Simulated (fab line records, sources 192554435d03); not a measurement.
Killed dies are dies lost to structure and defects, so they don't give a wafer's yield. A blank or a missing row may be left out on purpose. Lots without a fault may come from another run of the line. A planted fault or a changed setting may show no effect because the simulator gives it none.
Chamber matching | flow n5_finfet | N5_HKMG_FIN_ETCH_55 on rie_diel-02: 4 sister chambers
The step etches SOC in N2/H2, target depth 240 nm, time 300 s. 14 wafers are shown with their chamber, then 7 later ones without.

WAFERS WITH THEIR CHAMBER
wafer  | chamber | showerhead_plenum_p_Torr (Torr) | drypump_motor_current_A (A) | throttle_valve_pct (%)
L078.1 | 0       | 2.63                            | 5.9                         | 17.66
L078.5 | 1       | 2.42                            | 5.6                         | 17.57
L078.6 | 0       | 2.63                            | 5.9                         | 17.67
L079.1 | 3       | 2.51                            | 5.2                         | 18.08
L079.4 | 0       | 2.63                            | 5.9                         | 17.67
L079.5 | 3       | 2.51                            | 5.2                         | 18.07
L082.3 | 0       | 2.62                            | 5.9                         | 17.69
L082.5 | 3       | 2.51                            | 5.2                         | 18.07
L082.6 | 2       | 2.65                            | 4.8                         | 17.81
L083.2 | 2       | 2.65                            | 4.8                         | 17.82
L083.3 | 1       | 2.42                            | 5.7                         | 17.59
L083.5 | 3       | 2.51                            | 5.2                         | 18.09
L086.2 | 1       | 2.41                            | 5.6                         | 17.60
L086.3 | 0       | 2.62                            | 5.9                         | 17.68

SIGNATURES (means of the wafers above)
reading                  | chamber 0 | chamber 1 | chamber 2 | chamber 3 | scatter within a chamber
showerhead_plenum_p_Torr | 2.6260    | 2.4167    | 2.6500    | 2.5100    | 0.00432
drypump_motor_current_A  | 5.900     | 5.633     | 4.800     | 5.200     | 0.0258
throttle_valve_pct       | 17.6740   | 17.5867   | 17.8150   | 18.0775   | 0.0115
Rule: a wafer's distance from a chamber is the root of the sum, over the readings, of the square of ((its reading less the chamber's mean) divided by the reading's scatter). The wafer belongs to the nearest chamber; if the next one is less than 2 further off, it can't be placed. The scatter: the root of (the sum of the squares of (reading less its chamber's mean) over the shown wafers, divided by (wafers less chambers)).

WAFERS WITHOUT THEIR CHAMBER
wafer  | showerhead_plenum_p_Torr (Torr) | drypump_motor_current_A (A) | throttle_valve_pct (%)
L086.6 | 2.41                            | 5.7                         | 17.60
L092.1 | 2.50                            | 5.2                         | 18.10
L092.2 | 2.41                            | 5.7                         | 17.62
L092.3 | 2.61                            | 5.9                         | 17.72
L093.2 | 2.50                            | 5.2                         | 18.11
L093.4 | 2.41                            | 5.7                         | 17.63
L093.5 | 2.50                            | 5.2                         | 18.11

WHICH CHAMBER EACH WENT THROUGH
wafer  | from the rows above | in truth
L086.6 | 1                   | 1
L092.1 | 3                   | 3
L092.2 | 1                   | 1
L092.3 | 0                   | 0
L093.2 | 3                   | 3
L093.4 | 1                   | 1
L093.5 | 3                   | 3
Placed correctly: 7 of 7. Can't be placed from these rows: 0. Placed wrongly: 0.
